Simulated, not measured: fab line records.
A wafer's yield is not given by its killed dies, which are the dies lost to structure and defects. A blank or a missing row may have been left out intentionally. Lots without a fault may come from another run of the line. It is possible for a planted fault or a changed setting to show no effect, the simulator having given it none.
Which of the tools did it? :: flow nandHarc :: 11 lots, 33 wafers sampled, at 5 steps of a route of 1302

WHAT THE GAUGES READ, wafer by wafer
NHARC_END_SORT_01.
lot: L579
measured: day 25 10:31
on: prober-02
killedAtArray: 68 75 71
killedAtOther: 3 4 2
killedAtPeriphery: 4 3 3
killedDies: 75 82 76
killedOpen: 3 1 2
killedShort: 2 1 2

lot: L582
measured: day 27 16:29
on: prober-02
killedAtArray: 672 668 666
killedAtOther: 0 3 4
killedAtPeriphery: 5 6 7
killedDies: 677 677 677
killedOpen: 3 2 4
killedShort: 1 2 3

lot: L584
measured: day 28 01:38
on: prober-01
killedAtArray: 674 670 672
killedAtOther: 2 4 1
killedAtPeriphery: 1 3 4
killedDies: 677 677 677
killedOpen: 2 4 6
killedShort: 1 2 1

lot: L591
measured: day 31 04:52
on: prober-01
killedAtArray: 66 66 64
killedAtOther: 6 3 4
killedAtPeriphery: 3 1 1
killedDies: 75 70 69
killedOpen: 4 0 2
killedShort: 4 2 4

lot: L593
measured: day 31 12:39
on: prober-01
killedAtArray: 52 58 52
killedAtOther: 0 1 0
killedAtPeriphery: 3 4 8
killedDies: 55 63 60
killedOpen: 5 4 4
killedShort: 0 1 0

lot: L595
measured: day 32 02:43
on: prober-02
killedAtArray: 38 38 43
killedAtOther: 0 0 0
killedAtPeriphery: 0 6 1
killedDies: 38 44 44
killedOpen: 3 3 6
killedShort: 2 6 6

EACH LOT AND THE TOOL THAT RAN IT (in order: tool; ch and the chambers of the sampled wafers; start)
lot: L578
NHARC_A_STAIRCASE_ETCH_199: rieDiel-02 ch 1,2, day 16 10:32 or earlier
NHARC_A_STAIRCASE_TRIM_202: rieDiel-02 ch 0,3, day 16 10:32 or earlier
NHARC_A_STAIRCASE_TRIM_229: rieDiel-11 ch 1,2, day 16 10:32
NHARC_A_STAIRCASE_ETCH_230: rieDiel-11 ch 0,3, day 16 10:44

lot: L577
NHARC_A_STAIRCASE_ETCH_199: rieDiel-11 ch 0,1, day 16 10:46 or earlier
NHARC_A_STAIRCASE_TRIM_202: rieDiel-11 ch 0,3, day 16 10:46 or earlier
NHARC_A_STAIRCASE_TRIM_229: rieDiel-02 ch 0,1,2, day 16 10:46
NHARC_A_STAIRCASE_ETCH_230: rieDiel-02 ch 0,1,3, day 16 10:56

lot: L579
NHARC_A_STAIRCASE_ETCH_199: rieDiel-02 ch 0,1,2, day 17 06:22 or earlier
NHARC_A_STAIRCASE_TRIM_202: rieDiel-02 ch 1,2,3, day 17 06:22 or earlier
NHARC_A_STAIRCASE_TRIM_229: rieDiel-02 ch 0,1,2, day 17 06:22
NHARC_A_STAIRCASE_ETCH_230: rieDiel-02 ch 1,2,3, day 17 06:34

lot: L582
NHARC_A_STAIRCASE_ETCH_199: rieDiel-02 ch 0,1,2, day 19 00:31 or earlier
NHARC_A_STAIRCASE_TRIM_202: rieDiel-02 ch 0,1,3, day 19 00:31 or earlier
NHARC_A_STAIRCASE_TRIM_229: rieDiel-02 ch 0,2,3, day 19 00:31
NHARC_A_STAIRCASE_ETCH_230: rieDiel-02 ch 0,1,3, day 19 00:43

lot: L584
NHARC_A_STAIRCASE_ETCH_199: rieDiel-02 ch 2,3, day 19 18:55 or earlier
NHARC_A_STAIRCASE_TRIM_202: rieDiel-02 ch 0,2,3, day 19 18:55 or earlier
NHARC_A_STAIRCASE_TRIM_229: rieDiel-11 ch 0,2,3, day 19 18:55
NHARC_A_STAIRCASE_ETCH_230: rieDiel-11 ch 1,2, day 19 19:04

lot: L591
NHARC_A_STAIRCASE_ETCH_199: rieDiel-02 ch 0,2,3, day 22 16:08 or earlier
NHARC_A_STAIRCASE_TRIM_202: rieDiel-02 ch 1,3, day 22 16:08 or earlier
NHARC_A_STAIRCASE_TRIM_229: rieDiel-11 ch 1,2,3, day 22 16:08
NHARC_A_STAIRCASE_ETCH_230: rieDiel-11 ch 0,1,3, day 22 16:17

lot: L593
NHARC_A_STAIRCASE_ETCH_199: rieDiel-11 ch 1,2, day 23 04:16 or earlier
NHARC_A_STAIRCASE_TRIM_202: rieDiel-11 ch 0,3, day 23 04:16 or earlier
NHARC_A_STAIRCASE_TRIM_229: rieDiel-11 ch 1,3, day 23 04:16
NHARC_A_STAIRCASE_ETCH_230: rieDiel-11 ch 0,3, day 23 04:26

lot: L594
NHARC_A_STAIRCASE_ETCH_199: rieDiel-02 ch 1,2,3, day 23 13:13 or earlier
NHARC_A_STAIRCASE_TRIM_202: rieDiel-02 ch 0,1,3, day 23 13:13 or earlier
NHARC_A_STAIRCASE_TRIM_229: rieDiel-10 ch 0,1,2, day 23 13:13
NHARC_A_STAIRCASE_ETCH_230: rieDiel-10 ch 1,3, day 23 13:24

lot: L595
NHARC_A_STAIRCASE_ETCH_199: rieDiel-11 ch 1,2, day 23 23:52 or earlier
NHARC_A_STAIRCASE_TRIM_202: rieDiel-11 ch 1,2, day 23 23:52 or earlier
NHARC_A_STAIRCASE_TRIM_229: rieDiel-11 ch 0,1, day 23 23:52
NHARC_A_STAIRCASE_ETCH_230: rieDiel-11 ch 0,1,3, day 24 00:02

lot: L597
NHARC_A_STAIRCASE_ETCH_199: rieDiel-10 ch 0,1,2, day 24 16:43 or earlier
NHARC_A_STAIRCASE_TRIM_202: rieDiel-10 ch 1,2, day 24 16:43 or earlier
NHARC_A_STAIRCASE_TRIM_229: rieDiel-11 ch 0,3, day 24 16:43
NHARC_A_STAIRCASE_ETCH_230: rieDiel-11 ch 0,2,3, day 24 16:55

lot: L598
NHARC_A_STAIRCASE_ETCH_199: rieDiel-10 ch 1,2,3, day 25 08:44 or earlier
NHARC_A_STAIRCASE_TRIM_202: rieDiel-10 ch 0,2,3, day 25 08:44 or earlier
NHARC_A_STAIRCASE_TRIM_229: rieDiel-02 ch 0,1,3, day 25 08:44
NHARC_A_STAIRCASE_ETCH_230: rieDiel-02 ch 0,1, day 25 08:52
- NHARC_A_STAIRCASE_ETCH_199: etches the open film in C4F8/O2, target depth 100 nm, time 40.5 s.
- NHARC_A_STAIRCASE_TRIM_202: chemistry O2, time 211.2 s.
- NHARC_A_STAIRCASE_TRIM_229: chemistry O2, time 211.2 s.
- NHARC_A_STAIRCASE_ETCH_230: etches the open film in C4F8/O2, target depth 100 nm, time 40.5 s.

WHAT THE TOOLS THEMSELVES READ (means of the sampled wafers that have a number; where no wafer has one, the mark that the record gives instead)
NHARC_A_STAIRCASE_ETCH_199.
lot: L578
tool: rieDiel-02
biasW (W): 999
chamberPressureMTorr (mTorr): 24.999
oesProductAu (a.u.): 0.939
rfVppV (V): 902

lot: L577
tool: rieDiel-11
biasW (W): 995
chamberPressureMTorr (mTorr): 25.022
oesProductAu (a.u.): 0.950
rfVppV (V): 902

lot: L579
tool: rieDiel-02
biasW (W): 1005
chamberPressureMTorr (mTorr): 25.000
oesProductAu (a.u.): 0.936
rfVppV (V): 898

lot: L582
tool: rieDiel-02
biasW (W): 1004
chamberPressureMTorr (mTorr): 25.004
oesProductAu (a.u.): 0.930
rfVppV (V): 898

lot: L584
tool: rieDiel-02
biasW (W): 999
chamberPressureMTorr (mTorr): 24.996
oesProductAu (a.u.): 0.939
rfVppV (V): 898

lot: L591
tool: rieDiel-02
biasW (W): 1001
chamberPressureMTorr (mTorr): 25.007
oesProductAu (a.u.): 0.942
rfVppV (V): 895

lot: L593
tool: rieDiel-11
biasW (W): 999
chamberPressureMTorr (mTorr): 24.988
oesProductAu (a.u.): 0.946
rfVppV (V): 904

lot: L594
tool: rieDiel-02
biasW (W): 997
chamberPressureMTorr (mTorr): 24.976
oesProductAu (a.u.): 0.945
rfVppV (V): 899

lot: L595
tool: rieDiel-11
biasW (W): 1001
chamberPressureMTorr (mTorr): 24.991
oesProductAu (a.u.): 0.950
rfVppV (V): 901

lot: L597
tool: rieDiel-10
biasW (W): 999
chamberPressureMTorr (mTorr): 25.020
oesProductAu (a.u.): 0.950
rfVppV (V): 898

lot: L598
tool: rieDiel-10
biasW (W): 1000
chamberPressureMTorr (mTorr): 24.988
oesProductAu (a.u.): 0.944
rfVppV (V): 899

NHARC_A_STAIRCASE_TRIM_202.
lot: L578
tool: rieDiel-02
drypumpMotorCurrentA (A): 5.5
oesProductAu (a.u.): 1.006
rfVppV (V): 57.6
showerheadPlenumPTorr (Torr): 3.45
throttleValvePct (%): 17.043

lot: L577
tool: rieDiel-11
drypumpMotorCurrentA (A): 5.7
oesProductAu (a.u.): 0.996
rfVppV (V): 57.7
showerheadPlenumPTorr (Torr): 3.62
throttleValvePct (%): 17.025

lot: L579
tool: rieDiel-02
drypumpMotorCurrentA (A): 5.7
oesProductAu (a.u.): 0.997
rfVppV (V): 57.7
showerheadPlenumPTorr (Torr): 3.63
throttleValvePct (%): 17.042

lot: L582
tool: rieDiel-02
drypumpMotorCurrentA (A): 5.5
oesProductAu (a.u.): 0.996
rfVppV (V): 58.3
showerheadPlenumPTorr (Torr): 3.52
throttleValvePct (%): 17.041

lot: L584
tool: rieDiel-02
drypumpMotorCurrentA (A): 5.8
oesProductAu (a.u.): 0.995
rfVppV (V): 58.3
showerheadPlenumPTorr (Torr): 3.48
throttleValvePct (%): 17.034

lot: L591
tool: rieDiel-02
drypumpMotorCurrentA (A): 5.3
oesProductAu (a.u.): 1.006
rfVppV (V): 57.1
showerheadPlenumPTorr (Torr): 3.64
throttleValvePct (%): 17.039

lot: L593
tool: rieDiel-11
drypumpMotorCurrentA (A): 5.7
oesProductAu (a.u.): 1.009
rfVppV (V): 58.1
showerheadPlenumPTorr (Torr): 3.59
throttleValvePct (%): 17.045

lot: L594
tool: rieDiel-02
drypumpMotorCurrentA (A): 5.5
oesProductAu (a.u.): 0.981
rfVppV (V): 56.8
showerheadPlenumPTorr (Torr): 3.50
throttleValvePct (%): 17.047

lot: L595
tool: rieDiel-11
drypumpMotorCurrentA (A): 5.6
oesProductAu (a.u.): 1.007
rfVppV (V): 58.4
showerheadPlenumPTorr (Torr): 3.66
throttleValvePct (%): 17.030

lot: L597
tool: rieDiel-10
drypumpMotorCurrentA (A): 5.6
oesProductAu (a.u.): 1.010
rfVppV (V): 58.3
showerheadPlenumPTorr (Torr): 3.64
throttleValvePct (%): 17.034

lot: L598
tool: rieDiel-10
drypumpMotorCurrentA (A): 5.8
oesProductAu (a.u.): 1.005
rfVppV (V): 58.6
showerheadPlenumPTorr (Torr): 3.67
throttleValvePct (%): 17.042

NHARC_A_STAIRCASE_TRIM_229.
lot: L578
tool: rieDiel-11
drypumpMotorCurrentA (A): 5.6
oesProductAu (a.u.): 1.005
rfVppV (V): 57.5
showerheadPlenumPTorr (Torr): 3.51
throttleValvePct (%): 17.036

lot: L577
tool: rieDiel-02
drypumpMotorCurrentA (A): 5.9
oesProductAu (a.u.): 0.987
rfVppV (V): 58.4
showerheadPlenumPTorr (Torr): 3.58
throttleValvePct (%): 17.037

lot: L579
tool: rieDiel-02
drypumpMotorCurrentA (A): 5.8
oesProductAu (a.u.): 0.991
rfVppV (V): 58.5
showerheadPlenumPTorr (Torr): 3.57
throttleValvePct (%): 17.032

lot: L582
tool: rieDiel-02
drypumpMotorCurrentA (A): 5.9
oesProductAu (a.u.): 0.991
rfVppV (V): 57.5
showerheadPlenumPTorr (Torr): 3.49
throttleValvePct (%): 17.038

lot: L584
tool: rieDiel-11
drypumpMotorCurrentA (A): 5.9
oesProductAu (a.u.): 1.001
rfVppV (V): 58.3
showerheadPlenumPTorr (Torr): 3.63
throttleValvePct (%): 17.042

lot: L591
tool: rieDiel-11
drypumpMotorCurrentA (A): 5.9
oesProductAu (a.u.): 1.003
rfVppV (V): 57.3
showerheadPlenumPTorr (Torr): 3.58
throttleValvePct (%): 17.042

lot: L593
tool: rieDiel-11
drypumpMotorCurrentA (A): 6.0
oesProductAu (a.u.): 1.007
rfVppV (V): 58.0
showerheadPlenumPTorr (Torr): 3.42
throttleValvePct (%): 17.039

lot: L594
tool: rieDiel-10
drypumpMotorCurrentA (A): 5.7
oesProductAu (a.u.): 1.002
rfVppV (V): 58.1
showerheadPlenumPTorr (Torr): 3.59
throttleValvePct (%): 17.035

lot: L595
tool: rieDiel-11
drypumpMotorCurrentA (A): 5.4
oesProductAu (a.u.): 0.998
rfVppV (V): 58.1
showerheadPlenumPTorr (Torr): 3.67
throttleValvePct (%): 17.038

lot: L597
tool: rieDiel-11
drypumpMotorCurrentA (A): 5.7
oesProductAu (a.u.): 1.001
rfVppV (V): 57.2
showerheadPlenumPTorr (Torr): 3.58
throttleValvePct (%): 17.043

lot: L598
tool: rieDiel-02
drypumpMotorCurrentA (A): 5.5
oesProductAu (a.u.): 0.996
rfVppV (V): 57.5
showerheadPlenumPTorr (Torr): 3.49
throttleValvePct (%): 17.032

NHARC_A_STAIRCASE_ETCH_230.
lot: L578
tool: rieDiel-11
biasW (W): 997
chamberPressureMTorr (mTorr): 24.989
oesProductAu (a.u.): 0.926
rfVppV (V): 899

lot: L577
tool: rieDiel-02
biasW (W): 1000
chamberPressureMTorr (mTorr): 25.020
oesProductAu (a.u.): 0.940
rfVppV (V): 896

lot: L579
tool: rieDiel-02
biasW (W): 999
chamberPressureMTorr (mTorr): 25.000
oesProductAu (a.u.): 0.954
rfVppV (V): 900

lot: L582
tool: rieDiel-02
biasW (W): -
chamberPressureMTorr (mTorr): -
oesProductAu (a.u.): -
rfVppV (V): -

lot: L584
tool: rieDiel-11
biasW (W): -
chamberPressureMTorr (mTorr): -
oesProductAu (a.u.): -
rfVppV (V): -

lot: L591
tool: rieDiel-11
biasW (W): 1001
chamberPressureMTorr (mTorr): 25.003
oesProductAu (a.u.): 0.939
rfVppV (V): 896

lot: L593
tool: rieDiel-11
biasW (W): 999
chamberPressureMTorr (mTorr): 25.010
oesProductAu (a.u.): 0.963
rfVppV (V): 898

lot: L594
tool: rieDiel-10
biasW (W): 1000
chamberPressureMTorr (mTorr): 24.998
oesProductAu (a.u.): 0.954
rfVppV (V): 897

lot: L595
tool: rieDiel-11
biasW (W): 1003
chamberPressureMTorr (mTorr): 25.018
oesProductAu (a.u.): 0.944
rfVppV (V): 897

lot: L597
tool: rieDiel-11
biasW (W): 996
chamberPressureMTorr (mTorr): 24.987
oesProductAu (a.u.): 0.931
rfVppV (V): 898

lot: L598
tool: rieDiel-02
biasW (W): 1003
chamberPressureMTorr (mTorr): 25.014
oesProductAu (a.u.): 0.929
rfVppV (V): 893

THE ANSWER, worked out from the rows above alone
Rule: usual is defined by the lots themselves. The widest of any qualifying gaps counts: lots, ordered by their means at a reading, are off when they make up no more than a third of the lots, leave a main group of 4 or more, and stand apart from it by 3 or more times the standard deviation of that group's means. Not used: any main group whose means are identical at the precision the tables above print for the reading. A lot without any number at a reading at which 4 lots or more have one is off too. The other lots that the step has rows for count as sound. The gauges are gone through in route order, then the tools' own readings, and for those a lot's mean is taken as printed above. At the first step where some lot is off, the reading lying furthest off is the one used; lots without a number count as furthest.
Off, at NHARC_END_SORT_01 on killedAtArray: L582, L584. Mean 58 and standard deviation 12 in the main group. Neither off nor sound, because the step has no rows for them: L578, L577, L594, L597, L598.
If a tool, at a process step before that reading, ran all the lots that are off and no sound lot after the first of them, it fits. Not tried: the gauges at NHARC_END_SORT_01; whatever is off there is also off at NHARC_A_STAIRCASE_ETCH_230, on other tools, and gauge error can't account for it. NHARC_A_STAIRCASE_ETCH_199 gives no start for some lots, so the hours and the order of its lots are those of NHARC_A_STAIRCASE_TRIM_229. NHARC_A_STAIRCASE_TRIM_202 gives no start for some lots, so the hours and the order of its lots are those of NHARC_A_STAIRCASE_TRIM_229. No candidate that was tried fits.

WHAT THE SIMULATOR PUT IN
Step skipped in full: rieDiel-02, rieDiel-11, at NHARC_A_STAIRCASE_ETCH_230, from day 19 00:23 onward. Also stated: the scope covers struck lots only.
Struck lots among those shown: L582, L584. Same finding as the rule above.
